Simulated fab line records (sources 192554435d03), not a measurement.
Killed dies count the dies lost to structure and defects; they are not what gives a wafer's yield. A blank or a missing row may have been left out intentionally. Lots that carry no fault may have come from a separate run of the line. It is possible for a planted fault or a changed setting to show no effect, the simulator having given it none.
The tool behind it: which one?	flow n5-finfet	9 lots with 27 wafers sampled at 4 steps, on a route of 1938 steps

## WHAT EACH GAUGE READ, for each wafer
N5_BEOL_M4_CD_MEAS_28: target cd 26.2 nm, target cd y 24.1 nm.
lot	measured	on	cd-nm (nm)
L243	day 7 22:41	cd-sem-01	26.06 25.93 26.18
L246	day 8 09:30	cd-sem-03	26.23 26.40 26.40
L247	day 8 20:02	cd-sem-02	26.25 26.40 25.93
L257	day 10 23:42	cd-sem-01	25.99 26.20 26.02
L256	day 11 07:13	cd-sem-03	26.37 26.09 26.34
L259	day 11 12:08	cd-sem-02	26.37 26.14 26.34
L261	day 13 02:39	cd-sem-01	26.54 26.58 26.35
L263	day 13 05:32	cd-sem-03	26.19 26.16 26.22
L266	day 13 05:47	cd-sem-02	26.22 25.98 26.18

## EACH LOT AND THE TOOL THAT RAN IT (in order: tool; ch and the chambers of the sampled wafers; start)
lot	N5_BEOL_M3_ANNEAL_95	N5_BEOL_M4_DESCUM_16	N5_BEOL_M4_COAT_68
L243	pvd-sputter-02, day 7 17:47	rie-diel-03 ch 0,1,2, day 7 21:46	litho-track-04 ch 0, day 7 22:16
L246	pvd-sputter-01, day 8 04:34	rie-diel-03 ch 2,3, day 8 08:45	litho-track-01 ch 0, day 8 09:13
L247	pvd-sputter-03, day 8 13:01	rie-diel-01 ch 0,3, day 8 19:10	litho-track-01 ch 0, day 8 19:46
L257	pvd-sputter-01, day 10 20:32	rie-diel-05 ch 0,1,3, day 10 22:57	litho-track-01 ch 0, day 10 23:25
L256	pvd-sputter-01, day 11 02:05	rie-diel-01 ch 0,2, day 11 06:28	litho-track-01 ch 0, day 11 06:56
L259	pvd-sputter-03, day 11 08:49	rie-diel-03 ch 1,2,3, day 11 11:13	litho-track-01 ch 0, day 11 11:43
L261	pvd-sputter-01, day 12 22:59	rie-diel-01 ch 0,1,2, day 13 01:51	litho-track-04 ch 0, day 13 02:22
L263	pvd-sputter-03, day 13 00:47	rie-diel-05 ch 0,3, day 13 04:46	litho-track-05 ch 0, day 13 05:15
L266	pvd-sputter-02, day 13 02:20	rie-diel-03 ch 1,2, day 13 04:53	litho-track-04 ch 0, day 13 05:23
- N5_BEOL_M3_ANNEAL_95: time 240 s.
- N5_BEOL_M4_DESCUM_16: chemistry O2, time 7 s.
- N5_BEOL_M4_COAT_68: time 60 s, resist thk 12 nm.

## THE ANSWER, worked out from the rows above alone
Rule: what is usual is taken from the lots themselves. The widest of any qualifying gaps counts: lots, ordered by their means at a reading, are off when they make up no more than a third of the lots, leave a main group of 4 or more, and stand apart from it by 3 or more times the standard deviation of that group's means. Not used: any main group whose means are identical at the precision the tables above print for the reading. A lot without any number at a reading at which 4 lots or more have one is off too. All remaining lots with rows at the step are treated as sound.
Across all readings shown, no lot is off: no conclusion can be drawn from this.

## WHAT HAD BEEN PUT IN BY THE SIMULATOR
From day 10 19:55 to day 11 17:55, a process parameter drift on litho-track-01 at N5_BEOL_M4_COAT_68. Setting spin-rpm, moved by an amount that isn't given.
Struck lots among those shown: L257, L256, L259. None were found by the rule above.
